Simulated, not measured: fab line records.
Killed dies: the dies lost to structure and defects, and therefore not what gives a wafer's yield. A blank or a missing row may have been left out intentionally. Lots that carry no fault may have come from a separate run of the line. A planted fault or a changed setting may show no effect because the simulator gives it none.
One fault through the eyes of 2 desks / flow nandHarc / only its own numbers are on each desk; what lay behind them is given at the end

## AT THE METROLOGY DESK
Lot by lot, what the gauges showed, no matter which tool ran the lot: averages of those sampled wafers that carry a number. A lot is out of limits, marked OUT, if its mean lies more than 4 standard deviations from the usual mean; the brackets give that distance.
Columns: A = cdNm at NHARC_A_M1_CD_MEAS_09, usual 119.4 nm
lot=L394; first seen here=day 22 22:46; A=120.1
lot=L400; first seen here=day 25 10:39; A=118.6
lot=L401; first seen here=day 26 12:59; A=113.0 (-6.5) OUT
lot=L402; first seen here=day 27 02:14; A=115.2 (-4.3) OUT
lot=L405; first seen here=day 27 07:53; A=120.1
lot=L410; first seen here=day 29 15:17; A=121.1
lot=L413; first seen here=day 30 15:23; A=120.9
lot=L411; first seen here=day 30 19:09; A=119.1
lot=L412; first seen here=day 30 23:03; A=119.4
lot=L415; first seen here=day 31 12:03; A=118.3
lot=L414; first seen here=day 31 14:56; A=119.6
lot=L416; first seen here=day 32 22:11; A=120.1
This desk finds L401, L402 out of limits, L401 being first, at day 26 12:59 (cdNm at NHARC_A_M1_CD_MEAS_09). Within limits: L394, L400, L405, L410, L413, L411, L412, L415, L414, L416.

## AT THE TOOL OWNER'S DESK: lithoTrack-06
The tool's own readings at NHARC_A_M1_PEB_07 (peb time 65 s): means of the sampled wafers that have a number, for each lot that ran on this tool. A lot is out of limits, marked OUT, if its mean lies more than 4 standard deviations from the usual mean; the brackets give that distance.
Columns: A = exhaustPa at NHARC_A_M1_PEB_07, usual 45.0 Pa; B = heaterPowerTotalW at NHARC_A_M1_PEB_07, usual 156.6 W
lot=L400; first seen here=day 25 10:34; A=45.0; B=156.8
lot=L401; first seen here=day 26 12:54; A=45.3; B=169.2 (+29) OUT
lot=L402; first seen here=day 27 02:10; A=45.1; B=164.8 (+19) OUT
lot=L411; first seen here=day 30 19:04; A=45.3; B=156.6
lot=L412; first seen here=day 30 22:58; A=45.2; B=156.7
lot=L415; first seen here=day 31 11:58; A=45.6; B=156.8
This desk finds L401, L402 out of limits, L401 being first, at day 26 12:54 (heaterPowerTotalW at NHARC_A_M1_PEB_07). Within limits: L400, L411, L412, L415.

## ALL TOGETHER
An alarm could have come from the tool owner's desk at day 26 12:54, on L401, L402.
An alarm was possible from the metrology desk at day 26 12:59, on L401, L402.
The lots listed all ran NHARC_A_M1_PEB_07 on lithoTrack-06.

## WHAT THE SIMULATOR HAD PUT IN
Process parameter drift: lithoTrack-06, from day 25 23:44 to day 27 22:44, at NHARC_A_M1_PEB_07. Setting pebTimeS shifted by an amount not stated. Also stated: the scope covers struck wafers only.
Lots struck among those shown: L401, L402.
Counting hours from when the fault started, the first reading out of limits came at 13 for the tool owner's desk and at 13 for the metrology desk.
